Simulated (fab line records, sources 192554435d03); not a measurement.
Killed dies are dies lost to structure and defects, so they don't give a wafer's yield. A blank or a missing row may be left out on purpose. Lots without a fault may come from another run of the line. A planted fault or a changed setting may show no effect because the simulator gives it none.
A struck lot beside a sound one | flow n5_finfet | 14 steps out of a route of 1938
Sound: wafers L265.1, L265.4, L265.6. Struck: wafers L278.3, L278.4, L278.6. The cause comes at the end.
At each step with rows: each side's tool, then ch and its chambers, then its first start. Under that, the readings that differ: sound wafers | struck wafers | difference of the means | sigmas: that difference in standard deviations of wafers without a fault.
alike: readings whose means differ by less than 2 such deviations, and words and numbers that are the same on both sides. not compared: withheld readings, readings that some wafer has no value for, bounds like >300 that may hide the same value, and numbers for which the record gives no deviation and whose values overlap.
The two part at a step that has a row with sigmas, a row that says differs or no value, or rows on one side only. Numbers that don't overlap but have no deviation are shown without sigmas and don't part them. A reading that every wafer of one side lacks parts them only if that side has two wafers or more.

N5_DUMMY_GATE_ETCH_23: etches poly-Si in HBr/Cl2/O2, target depth 41 nm, time 22.3 s.
  sound on rie_si-02 ch 0,1,3, day 2 21:40; struck on rie_si-02 ch 1,2,3, day 6 07:41
  alike: drypump_motor_current_A, oes_product_au, throttle_valve_pct
  not compared: rf_hours_counter_h
N5_DUMMY_GATE_ETCH_44: etches poly-Si in HBr/O2, stops on SiO2, target depth 127.5 nm.
  sound on rie_si-02 ch 0,1,3, day 2 21:43; struck on rie_si-02 ch 1,2,3, day 6 07:45
  alike: drypump_motor_current_A, oes_product_au, throttle_valve_pct
  not compared: rf_hours_counter_h
N5_DUMMY_GATE_CD_MEAS_24: target cd 15 nm.
  sound on cd_sem-01, day 2 21:49; struck on cd_sem-02, day 6 07:53
  alike: cd_nm
N5_DUMMY_GATE_ETCH_42: etches SiO2 in CHF3/O2, target depth 3.5 nm, time 31 s.
  sound on rie_diel-04 ch 0,2, day 2 21:52; struck on rie_diel-01 ch 0,3, day 6 07:55
  alike: drypump_motor_current_A, oes_f_703_au, oes_product_au, rf_vpp_V, showerhead_plenum_p_Torr, throttle_valve_pct
  not compared: rf_hours_counter_h
N5_DUMMY_GATE_STRIP_48: strips in N2/H2, time 20 s.
  sound on rie_diel-04 ch 0,2, day 2 21:55; struck on rie_diel-01 ch 0,3, day 6 07:58
  alike: drypump_motor_current_A, h2_flow_sccm, oes_product_au, rf_vpp_V, showerhead_plenum_p_Torr, throttle_valve_pct
  not compared: rf_hours_counter_h
then, 5 steps without rows for these wafers: N5_DUMMY_GATE_PRECLEAN_33 (cleans in dHF, time 10 s); N5_DUMMY_GATE_PRECLEAN_25 (cleans in O3/DIW, time 45 s); N5_DUMMY_GATE_PRECLEAN_51 (cleans in SC2, time 45 s); N5_DUMMY_GATE_SRD_26 (time 30 s); N5_DUMMY_GATE_UV_OZONE_45 (time 120 s).
N5_DUMMY_GATE_INSPECT_27: inspects for defects (brightfield).
  sound on defect_inspect-01, day 2 22:07; struck on defect_inspect-02, day 6 08:09
  alike: raw_defect_count
then, 1 step without rows for these wafers: N5_SPACER0_ALD_07 (deposits SiNx, target thk 2 nm).
N5_SPACER0_ALD_00: deposits SiOCN, target thk 3.5 nm, pulse time 3 s, purge time 2 s.
  sound on ald_sin-02 ch 1,3, day 2 22:18; struck on ald_sin-04 ch 1,2, day 6 08:46
  alike: heater_power_w, precursor_pulse_height_rel
N5_SPACER0_ALD_08: deposits SiNx, target thk 2 nm.
  sound on ald_sin-02 ch 1,3, day 2 22:34; struck on ald_sin-04 ch 1,2, day 6 09:02
  alike: heater_power_w

WHERE THEY PART
Nowhere in this record.

WHY: what the simulator had put in
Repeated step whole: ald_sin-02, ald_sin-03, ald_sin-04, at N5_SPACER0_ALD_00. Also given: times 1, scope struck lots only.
